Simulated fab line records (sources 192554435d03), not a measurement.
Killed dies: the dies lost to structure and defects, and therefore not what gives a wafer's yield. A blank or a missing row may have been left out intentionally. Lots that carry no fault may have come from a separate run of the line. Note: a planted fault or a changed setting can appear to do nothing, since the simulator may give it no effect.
Which tool was responsible? / flow n5-finfet / Sampling: 11 lots, 32 wafers, 5 of 1938 route steps

## WHAT THE GAUGES SHOWED, per wafer
N5_BEOL_M4_THK_MEAS_53: measures by xrf. Usual: M4_THK typically reads 40.5 nm, with standard deviation 1.2.
lot=L808; measured=day 8 07:56; on=film-metro-01; M4_THK (nm)=40.5 41.3 41.6; flag=
lot=L810; measured=day 8 19:22; on=film-metro-02; M4_THK (nm)=41.0 42.1 42.0; flag=
lot=L811; measured=day 9 07:31; on=film-metro-02; M4_THK (nm)=40.9 38.8 39.5; flag=
lot=L812; measured=day 9 13:53; on=film-metro-01; M4_THK (nm)=39.9 41.0 39.9; flag=
lot=L816; measured=day 10 08:24; on=film-metro-01; M4_THK (nm)=40.9 41.4 39.7; flag=
lot=L815; measured=day 10 16:52; on=film-metro-02; M4_THK (nm)=40.7 40.2 40.9; flag=
lot=L818; measured=day 11 13:13; on=film-metro-01; M4_THK (nm)=41.5 41.4; flag=
lot=L827; measured=day 13 15:25; on=film-metro-01; M4_THK (nm)=40.0 39.3 38.3; flag=
lot=L828; measured=day 13 19:38; on=film-metro-01; M4_THK (nm)=39.4 39.4 41.2; flag=
lot=L830; measured=day 14 10:28; on=film-metro-01; M4_THK (nm)=40.3 39.4 39.8; flag=
lot=L829; measured=day 14 16:42; on=film-metro-01; M4_THK (nm)=39.5 38.6 38.3; flag=

N5_BEOL_M4_RC_MEAS_101. Usual: DIBL_N 36.2 mV/V, standard deviation 1.2; DIBL_P 36.3 mV/V, standard deviation 1.3; IOFF_N 0.155 nA/um, standard deviation 0.019; IOFF_P 0.210 nA/um, standard deviation 0.029; ION_N 677 uA/um, standard deviation 8.6; ION_P 465 uA/um, standard deviation 6.8; SS_N 71.4 mV/dec, standard deviation 0.48; SS_P 73.2 mV/dec, standard deviation 0.53; VT_N 249.9 mV, standard deviation 2.4; VT_P -250 mV, standard deviation 3.2.
lot=L808; measured=day 8 08:42; on=prober-01; DIBL_N (mV/V)=35.3 36.7 34.3; DIBL_P (mV/V)=36.5 38.1 35.1; IOFF_N (nA/um)=0.138 0.162 0.116; IOFF_P (nA/um)=0.190 0.215 0.163; ION_N (uA/um)=682 675 674; ION_P (uA/um)=470 464 460; SS_N (mV/dec)=70.8 72.0 70.3; SS_P (mV/dec)=73.2 73.5 72.9; VT_N (mV)=250.0 250.2 257.5; VT_P (mV)=-251 -249 -254; flag=
lot=L810; measured=day 8 20:08; on=prober-01; DIBL_N (mV/V)=34.5 34.6 34.0; DIBL_P (mV/V)=35.1 34.9 34.1; IOFF_N (nA/um)=0.138 0.140 0.121; IOFF_P (nA/um)=0.196 0.194 0.177; ION_N (uA/um)=682 670 664; ION_P (uA/um)=470 465 456; SS_N (mV/dec)=70.4 70.7 70.3; SS_P (mV/dec)=73.4 72.7 72.9; VT_N (mV)=250.0 251.1 253.0; VT_P (mV)=-249 -251 -254; flag=
lot=L811; measured=day 9 07:53; on=prober-02; DIBL_N (mV/V)=35.7 37.4 37.0; DIBL_P (mV/V)=36.0 38.4 37.4; IOFF_N (nA/um)=0.144 0.182 0.166; IOFF_P (nA/um)=0.215 0.245 0.222; ION_N (uA/um)=671 678 666; ION_P (uA/um)=463 469 464; SS_N (mV/dec)=71.6 70.9 71.0; SS_P (mV/dec)=73.4 74.0 73.7; VT_N (mV)=251.6 246.6 249.5; VT_P (mV)=-249 -247 -248; flag=
lot=L812; measured=day 9 14:22; on=prober-02; DIBL_N (mV/V)=37.6 37.2 36.1; DIBL_P (mV/V)=37.0 36.6 35.7; IOFF_N (nA/um)=0.164 0.149 0.144; IOFF_P (nA/um)=0.198 0.181 0.183; ION_N (uA/um)=679 673 674; ION_P (uA/um)=458 457 465; SS_N (mV/dec)=71.6 71.4 71.0; SS_P (mV/dec)=73.7 74.1 73.3; VT_N (mV)=248.7 252.1 251.6; VT_P (mV)=-252 -253 -251; flag=
lot=L816; measured=day 10 08:52; on=prober-01; DIBL_N (mV/V)=37.3 35.2 35.7; DIBL_P (mV/V)=38.1 36.1 36.5; IOFF_N (nA/um)=0.192 0.156 0.164; IOFF_P (nA/um)=0.255 0.230 0.228; ION_N (uA/um)=688 674 676; ION_P (uA/um)=467 461 467; SS_N (mV/dec)=71.8 71.5 71.1; SS_P (mV/dec)=74.0 73.6 72.9; VT_N (mV)=248.3 248.8 248.3; VT_P (mV)=-245 -245 -249; flag=
lot=L815; measured=day 10 17:23; on=prober-02; DIBL_N (mV/V)=35.4 36.1 35.5; DIBL_P (mV/V)=35.1 35.5 35.5; IOFF_N (nA/um)=0.155 0.165 0.158; IOFF_P (nA/um)=0.235 0.245 0.257; ION_N (uA/um)=679 683 671; ION_P (uA/um)=473 477 474; SS_N (mV/dec)=71.8 71.8 71.6; SS_P (mV/dec)=73.3 73.4 73.4; VT_N (mV)=247.3 248.0 248.7; VT_P (mV)=-246 -244 -244; flag=
lot=L818; measured=day 11 13:34; on=prober-01; DIBL_N (mV/V)=35.5 35.9; DIBL_P (mV/V)=35.8 35.3; IOFF_N (nA/um)=0.165 0.152; IOFF_P (nA/um)=0.222 0.218; ION_N (uA/um)=687 678; ION_P (uA/um)=467 469; SS_N (mV/dec)=71.0 71.9; SS_P (mV/dec)=73.1 73.3; VT_N (mV)=245.4 252.4; VT_P (mV)=-249 -250; flag=
lot=L827; measured=day 13 15:44; on=prober-02; DIBL_N (mV/V)=34.4 35.5 35.8; DIBL_P (mV/V)=35.3 36.5 36.0; IOFF_N (nA/um)=0.122 0.139 0.135; IOFF_P (nA/um)=0.160 0.180 0.172; ION_N (uA/um)=668 681 664; ION_P (uA/um)=457 462 452; SS_N (mV/dec)=70.6 71.3 71.3; SS_P (mV/dec)=72.8 73.1 72.6; VT_N (mV)=253.7 249.6 249.5; VT_P (mV)=-255 -254 -251; flag=
lot=L828; measured=day 13 20:10; on=prober-02; DIBL_N (mV/V)=37.6 37.3 37.2; DIBL_P (mV/V)=36.5 37.1 36.3; IOFF_N (nA/um)=0.155 0.156 0.147; IOFF_P (nA/um)=0.207 0.218 0.203; ION_N (uA/um)=665 680 671; ION_P (uA/um)=457 465 467; SS_N (mV/dec)=71.7 71.6 71.3; SS_P (mV/dec)=72.6 72.3 73.1; VT_N (mV)=250.2 250.3 250.7; VT_P (mV)=-250 -249 -249; flag=
lot=L830; measured=day 14 10:47; on=prober-02; DIBL_N (mV/V)=35.4 36.9 37.4; DIBL_P (mV/V)=33.4 35.5 36.0; IOFF_N (nA/um)=0.128 0.159 0.164; IOFF_P (nA/um)=0.159 0.188 0.199; ION_N (uA/um)=657 673 674; ION_P (uA/um)=451 459 458; SS_N (mV/dec)=70.9 71.7 71.9; SS_P (mV/dec)=72.4 72.8 73.6; VT_N (mV)=252.2 250.4 249.7; VT_P (mV)=-254 -251 -252; flag=
lot=L829; measured=day 14 17:31; on=prober-02; DIBL_N (mV/V)=36.7 36.6 37.7; DIBL_P (mV/V)=36.1 35.9 38.0; IOFF_N (nA/um)=0.170 0.166 0.184; IOFF_P (nA/um)=0.206 0.199 0.240; ION_N (uA/um)=676 676 690; ION_P (uA/um)=466 461 471; SS_N (mV/dec)=71.5 70.6 72.1; SS_P (mV/dec)=73.0 73.5 73.9; VT_N (mV)=247.0 250.3 245.6; VT_P (mV)=-251 -252 -249; flag=

## TOOL THAT RAN EACH LOT (tool first, then ch and the chambers of the sampled wafers, then the start)
lot=L808; N5_BEOL_M4_ANNEAL_82=pvd-sputter-02, day 8 05:58; N5_BEOL_M4_ANNEAL_89=pvd-sputter-02, day 8 06:25; N5_BEOL_M4_CO_CAP_55=cvd-co-01 ch 0,1,2, day 8 08:02
lot=L810; N5_BEOL_M4_ANNEAL_82=pvd-sputter-02, day 8 17:20; N5_BEOL_M4_ANNEAL_89=pvd-sputter-02, day 8 17:47; N5_BEOL_M4_CO_CAP_55=cvd-co-01 ch 0,1,2, day 8 19:29
lot=L811; N5_BEOL_M4_ANNEAL_82=pvd-sputter-02, day 9 05:29; N5_BEOL_M4_ANNEAL_89=pvd-sputter-02, day 9 05:56; N5_BEOL_M4_CO_CAP_55=cvd-co-02 ch 0,1, day 9 07:37
lot=L812; N5_BEOL_M4_ANNEAL_82=pvd-sputter-01, day 9 10:32; N5_BEOL_M4_ANNEAL_89=pvd-sputter-01, day 9 11:25; N5_BEOL_M4_CO_CAP_55=cvd-co-02 ch 0,1,2, day 9 13:58
lot=L816; N5_BEOL_M4_ANNEAL_82=pvd-sputter-01, day 10 04:41; N5_BEOL_M4_ANNEAL_89=pvd-sputter-01, day 10 05:34; N5_BEOL_M4_CO_CAP_55=cvd-co-02 ch 0,1,2, day 10 08:28
lot=L815; N5_BEOL_M4_ANNEAL_82=pvd-sputter-03, day 10 14:44; N5_BEOL_M4_ANNEAL_89=pvd-sputter-03, day 10 15:10; N5_BEOL_M4_CO_CAP_55=cvd-co-02 ch 0,1,2, day 10 16:59
lot=L818; N5_BEOL_M4_ANNEAL_82=pvd-sputter-03, day 11 11:11; N5_BEOL_M4_ANNEAL_89=pvd-sputter-03, day 11 11:38; N5_BEOL_M4_CO_CAP_55=cvd-co-02 ch 0,2, day 11 13:20
lot=L827; N5_BEOL_M4_ANNEAL_82=pvd-sputter-02, day 13 13:17; N5_BEOL_M4_ANNEAL_89=pvd-sputter-02, day 13 13:43; N5_BEOL_M4_CO_CAP_55=cvd-co-01 ch 0,1,2, day 13 15:30
lot=L828; N5_BEOL_M4_ANNEAL_82=pvd-sputter-02, day 13 17:37; N5_BEOL_M4_ANNEAL_89=pvd-sputter-02, day 13 18:04; N5_BEOL_M4_CO_CAP_55=cvd-co-01 ch 0,1,2, day 13 19:46
lot=L830; N5_BEOL_M4_ANNEAL_82=pvd-sputter-01, day 14 08:04; N5_BEOL_M4_ANNEAL_89=pvd-sputter-01, day 14 08:30; N5_BEOL_M4_CO_CAP_55=cvd-co-01 ch 0,1, day 14 10:33
lot=L829; N5_BEOL_M4_ANNEAL_82=pvd-sputter-03, day 14 14:45; N5_BEOL_M4_ANNEAL_89=pvd-sputter-03, day 14 15:11; N5_BEOL_M4_CO_CAP_55=cvd-co-01 ch 0,1,2, day 14 16:49
- N5_BEOL_M4_ANNEAL_82: time 240 s.
- N5_BEOL_M4_ANNEAL_89: time 240 s.
- N5_BEOL_M4_CO_CAP_55: material Co, precursor CCTBA/H2, target thk 2 nm, time 102.1 s.

## WHAT THE TOOLS THEMSELVES READ (means of the sampled wafers that have a number; where no wafer has one, the mark that the record gives instead)
N5_BEOL_M4_ANNEAL_82. Usual: heater-power-w 805 W, standard deviation 90.
lot=L808; tool=pvd-sputter-02; heater-power-w (W)=861; flag=
lot=L810; tool=pvd-sputter-02; heater-power-w (W)=857; flag=
lot=L811; tool=pvd-sputter-02; heater-power-w (W)=781; flag=
lot=L812; tool=pvd-sputter-01; heater-power-w (W)=769; flag=
lot=L816; tool=pvd-sputter-01; heater-power-w (W)=766; flag=
lot=L815; tool=pvd-sputter-03; heater-power-w (W)=868; flag=
lot=L818; tool=pvd-sputter-03; heater-power-w (W)=866; flag=
lot=L827; tool=pvd-sputter-02; heater-power-w (W)=750; flag=
lot=L828; tool=pvd-sputter-02; heater-power-w (W)=785; flag=
lot=L830; tool=pvd-sputter-01; heater-power-w (W)=825; flag=
lot=L829; tool=pvd-sputter-03; heater-power-w (W)=843; flag=

N5_BEOL_M4_ANNEAL_89. Usual: heater-power-w 806 W, standard deviation 92.
lot=L808; tool=pvd-sputter-02; heater-power-w (W)=862; flag=
lot=L810; tool=pvd-sputter-02; heater-power-w (W)=862; flag=
lot=L811; tool=pvd-sputter-02; heater-power-w (W)=773; flag=
lot=L812; tool=pvd-sputter-01; heater-power-w (W)=771; flag=
lot=L816; tool=pvd-sputter-01; heater-power-w (W)=767; flag=
lot=L815; tool=pvd-sputter-03; heater-power-w (W)=866; flag=
lot=L818; tool=pvd-sputter-03; heater-power-w (W)=854; flag=
lot=L827; tool=pvd-sputter-02; heater-power-w (W)=774; flag=
lot=L828; tool=pvd-sputter-02; heater-power-w (W)=784; flag=
lot=L830; tool=pvd-sputter-01; heater-power-w (W)=844; flag=
lot=L829; tool=pvd-sputter-03; heater-power-w (W)=838; flag=

N5_BEOL_M4_CO_CAP_55. Usual: heater-power-w 239 W, standard deviation 20; run-length-s 125.2 s, standard deviation 0.39.
lot=L808; tool=cvd-co-01; heater-power-w (W)=240; run-length-s (s)=125.0; flag=
lot=L810; tool=cvd-co-01; heater-power-w (W)=240; run-length-s (s)=124.9; flag=
lot=L811; tool=cvd-co-02; heater-power-w (W)=242; run-length-s (s)=125.0; flag=
lot=L812; tool=cvd-co-02; heater-power-w (W)=232; run-length-s (s)=125.3; flag=
lot=L816; tool=cvd-co-02; heater-power-w (W)=236; run-length-s (s)=125.2; flag=
lot=L815; tool=cvd-co-02; heater-power-w (W)=238; run-length-s (s)=143.5; flag=OFF
lot=L818; tool=cvd-co-02; heater-power-w (W)=243; run-length-s (s)=152.3; flag=OFF
lot=L827; tool=cvd-co-01; heater-power-w (W)=246; run-length-s (s)=125.1; flag=
lot=L828; tool=cvd-co-01; heater-power-w (W)=244; run-length-s (s)=125.2; flag=
lot=L830; tool=cvd-co-01; heater-power-w (W)=259; run-length-s (s)=125.1; flag=
lot=L829; tool=cvd-co-01; heater-power-w (W)=243; run-length-s (s)=124.6; flag=

## THE ANSWER, worked out from the rows above alone
Rule: lot off if the mean of its wafers having a number is beyond 3 standard deviations from the usual mean. A lot without any number at a reading at which 4 lots or more have one is off too. Where the step has rows for the other lots, those lots are counted as sound. First the gauges in route order, then the tools' own readings, where a lot's mean is used as printed above. The first step at which some lot is off is used, and at that step the reading that is off furthest; a lot without a number counts as furthest.
Off at N5_BEOL_M4_CO_CAP_55 (run-length-s): L815, L818.
A tool fits if, at that step or a process step before it, it ran every lot that is off, and no sound lot after the first of them. One fits: cvd-co-02 at N5_BEOL_M4_CO_CAP_55. A fault onset in the window from L816 (day 10 08:28, its last sound lot) to L815 (day 10 16:59, its first lot off) fits.
The tool's own readings at N5_BEOL_M4_CO_CAP_55 bear it out: on the lots that are off they differ by more than 5 times the standard deviation of the sound lots' means. run-length-s reads 147.9 s there against 125.0 s on the sound lots.

## WHAT THE SIMULATOR PUT IN
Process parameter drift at N5_BEOL_M4_CO_CAP_55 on cvd-co-02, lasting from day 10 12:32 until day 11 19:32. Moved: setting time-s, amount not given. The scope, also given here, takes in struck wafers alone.
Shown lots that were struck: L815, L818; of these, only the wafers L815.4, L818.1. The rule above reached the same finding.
